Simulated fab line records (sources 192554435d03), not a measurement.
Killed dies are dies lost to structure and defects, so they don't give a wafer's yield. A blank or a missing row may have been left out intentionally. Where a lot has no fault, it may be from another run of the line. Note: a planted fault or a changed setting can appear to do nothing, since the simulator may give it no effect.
Split-lot experiment | flow n5_finfet | 21 wafers read across 7 lots, on a route 1938 steps long

== ABOUT THE SPLIT ==
At N5_BEOL_M0_ETCH_138 (etches SiCN in CH3F/O2, target depth 12 nm, time 31.6 s), the setting source_w was moved away from the recipe's 395 W on 6 of the 21 wafers read, by -12.4% to +7.2%. For the rest of the wafers, this setting stayed at what the recipe calls for.

Reading taken at the split's own step.

== THE READING ==
rf_vpp_V, in V, at N5_BEOL_M0_ETCH_138 (etches SiCN in CH3F/O2, target depth 12 nm, time 31.6 s). Typical for fault-free wafers on this fab line: 297.1 V, with standard deviation 1.7 V.

wafer  | tool, chamber at the split | source_w as run, W | against the recipe | rf_vpp_V, V | against lot-mates on the recipe
L074.2 | rie_diel-04, 0             | 395                | recipe             | 295.9       | -
L074.3 | rie_diel-04, 2             | 395                | recipe             | 296.8       | -
L074.4 | rie_diel-04, 1             | 395                | recipe             | 296.0       | -
L077.3 | rie_diel-02, 3             | 422.6              | +7.0%              | 291.5       | no lot-mate on the recipe
L077.4 | rie_diel-02, 0             | 422.6              | +7.0%              | 288.9       | no lot-mate on the recipe
L077.6 | rie_diel-02, 0             | 422.6              | +7.0%              | 288.6       | no lot-mate on the recipe
L080.1 | rie_diel-04, 3             | 395                | recipe             | 298.0       | -
L080.3 | rie_diel-04, 1             | 395                | recipe             | 295.4       | -
L080.5 | rie_diel-04, 3             | 395                | recipe             | 297.5       | -
L082.1 | rie_diel-05, 1             | 395                | recipe             | 297.4       | -
L082.2 | rie_diel-05, 0             | 395                | recipe             | 299.0       | -
L082.3 | rie_diel-05, 3             | 395                | recipe             | 296.6       | -
L087.2 | rie_diel-04, 2             | 395                | recipe             | 296.8       | -
L087.5 | rie_diel-04, 2             | 395                | recipe             | 298.8       | -
L087.6 | rie_diel-04, 3             | 395                | recipe             | 297.8       | -
L095.2 | rie_diel-02, 3             | 345.9              | -12.4%             | 310.5       | +11.5
L095.4 | rie_diel-02, 0             | 395                | recipe             | 299.0       | -
L095.5 | rie_diel-02, 1             | 345.9              | -12.4%             | 308.3       | +9.3
L096.2 | rie_diel-02, 1             | 423.5              | +7.2%              | 288.6       | -10.5
L096.4 | rie_diel-02, 3             | 395                | recipe             | 298.6       | -
L096.6 | rie_diel-02, 0             | 395                | recipe             | 299.7       | -

FIT RESULTS
A straight line over all 21 wafers: rf_vpp_V changes by -1.03 V for each +1% of source_w; r = -0.97; the points scatter about the line by 1.4 V.
The same after taking each lot's own level away (the mean of its wafers on the recipe; 18 wafers): -0.944 V for each +1%; r = -0.96; scatter 1.3 V.
That fit puts the effect of the largest move of source_w on the reading at 12 V.
The lots' own levels span 296.23 to 299.15 V, that is 1.7 times the standard deviation above.
The two slopes are in agreement: the lot-to-lot level therefore moves the slope only a little.
Check: for one of the wafers moved furthest among these (-12.4%), held out of the fit, the line's prediction against its lot-mates is +11.3 V. It came out at +11.5 V against them.
Tool readings at the split's step, against how far the setting was moved: rf_vpp_V r = -0.97.

== THE FILE'S OWN FIT ==
rf_vpp_V changes by -0.994 V for each +1% of source_w, r = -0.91.
